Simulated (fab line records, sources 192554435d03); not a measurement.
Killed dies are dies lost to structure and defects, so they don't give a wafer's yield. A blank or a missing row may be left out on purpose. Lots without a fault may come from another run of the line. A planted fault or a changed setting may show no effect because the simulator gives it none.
Split-lot experiment | flow n5_finfet | 7 lots, 21 wafers read, on a route of 1938 steps

THE SPLIT
At N5_BEOL_M3_COAT_76 (time 60 s, resist thk 5 nm), the setting spin_rpm was moved away from the recipe's 1500 rpm on 10 of the 21 wafers read, by -10.7% to +10.7%. The other wafers ran this setting at the recipe's value.

FROM THE SPLIT TO THE READING: what the file shows between them, 4 steps
- N5_BEOL_M3_EXPOSE_25: exposes mask V2, defocus 5 nm (also split here: dose_mj)
- N5_BEOL_M3_PEB_26: peb time 60 s
- N5_BEOL_M3_DEVELOP_27: develop time 30 s
- N5_BEOL_M3_DESCUM_33: chemistry O2, time 7 s

THE READING
etch.depth_nm (the simulator's own value, which no gauge read), in nm, at N5_BEOL_M3_ETCH_77 (etches underlayer in N2/H2, target depth 6.5 nm, time 5.2 s). The file gives no usual value for it. The 11 wafers here that ran the recipe average 5.005 nm, standard deviation 0.014 nm.

wafer  | tool, chamber at the split | spin_rpm as run, rpm | against the recipe | etch.depth_nm, nm | against lot-mates on the recipe
L074.2 | litho_track-01, 0          | 1500                 | recipe             | 5.017             | -
L074.4 | litho_track-01, 0          | 1447                 | -3.5%              | 5.085             | +0.068
L074.6 | litho_track-01, 0          | 1447                 | -3.5%              | 5.09              | +0.073
L075.1 | litho_track-02, 0          | 1571                 | +4.7%              | 4.897             | -0.105
L075.4 | litho_track-02, 0          | 1500                 | recipe             | 5.004             | -
L075.5 | litho_track-02, 0          | 1500                 | recipe             | 5                 | -
L078.1 | litho_track-03, 0          | 1500                 | recipe             | 5.037             | -
L078.3 | litho_track-03, 0          | 1550                 | +3.3%              | 4.958             | -0.070
L078.6 | litho_track-03, 0          | 1500                 | recipe             | 5.02              | -
L089.1 | litho_track-02, 0          | 1500                 | recipe             | 4.987             | -
L089.3 | litho_track-02, 0          | 1500                 | recipe             | 4.989             | -
L089.4 | litho_track-02, 0          | 1500                 | recipe             | 4.991             | -
L090.4 | litho_track-01, 0          | 1624                 | +8.3%              | 4.801             | -0.205
L090.5 | litho_track-01, 0          | 1500                 | recipe             | 5.006             | -
L090.6 | litho_track-01, 0          | 1624                 | +8.3%              | 4.806             | -0.200
L091.2 | litho_track-02, 0          | 1339                 | -10.7%             | 5.295             | +0.298
L091.3 | litho_track-02, 0          | 1339                 | -10.7%             | 5.292             | +0.295
L091.4 | litho_track-02, 0          | 1500                 | recipe             | 4.997             | -
L096.1 | litho_track-01, 0          | 1660                 | +10.7%             | 4.764             | -0.240
L096.3 | litho_track-01, 0          | 1500                 | recipe             | 5.004             | -
L096.5 | litho_track-01, 0          | 1660                 | +10.7%             | 4.77              | -0.234

THE FIT
A straight line over all 21 wafers: etch.depth_nm changes by -0.0244 nm for each +1% of spin_rpm; r = -0.99; the points scatter about the line by 0.017 nm.
The same after taking each lot's own level away (the mean of its wafers on the recipe; 21 wafers): -0.0246 nm for each +1%; r = -1.00; scatter 0.014 nm.
On that fit, the largest move of spin_rpm shifts the reading by 0.26 nm.
The lots' own levels span 4.9890 to 5.0285 nm, that is 2.8 times the standard deviation above.
So the lot-to-lot level changes the slope little: the two slopes agree.
Check: with one of the wafers moved furthest among these (-10.7%) left out of the fit, the line predicts +0.26 nm for it against its lot-mates. It came out at +0.298 nm against them.

OTHER SPLITS ON THESE WAFERS
These wafers also went through other splits before the reading. Each is held against what the fit with the lots' levels taken away leaves over:
other split on the same wafers       | wafers away from the commonest value | r with etch.depth_nm (lot level and that fit taken away)
N5_MOL_CONTACT_COAG_COAT_58 spin_rpm | 8                                    | -0.03
N5_MOL_CONTACT_COAG_ETCH_105 bias_w  | 5                                    | -0.27
N5_MOL_CONTACT_COAG_ETCH_91 source_w | 5                                    | +0.44
N5_BEOL_M0_SAQP_COAT_87 spin_rpm     | 8                                    | +0.19
N5_BEOL_M0_ETCH_109 bias_w           | 8                                    | -0.19
N5_BEOL_M1_CMP_52 down_force_psi     | 9                                    | -0.45
N5_BEOL_M3_EXPOSE_25 dose_mj         | 3                                    | -0.35

THE FILE'S OWN FIT
etch.depth_nm changes by -0.0244 nm for each +1% of spin_rpm, r = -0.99.
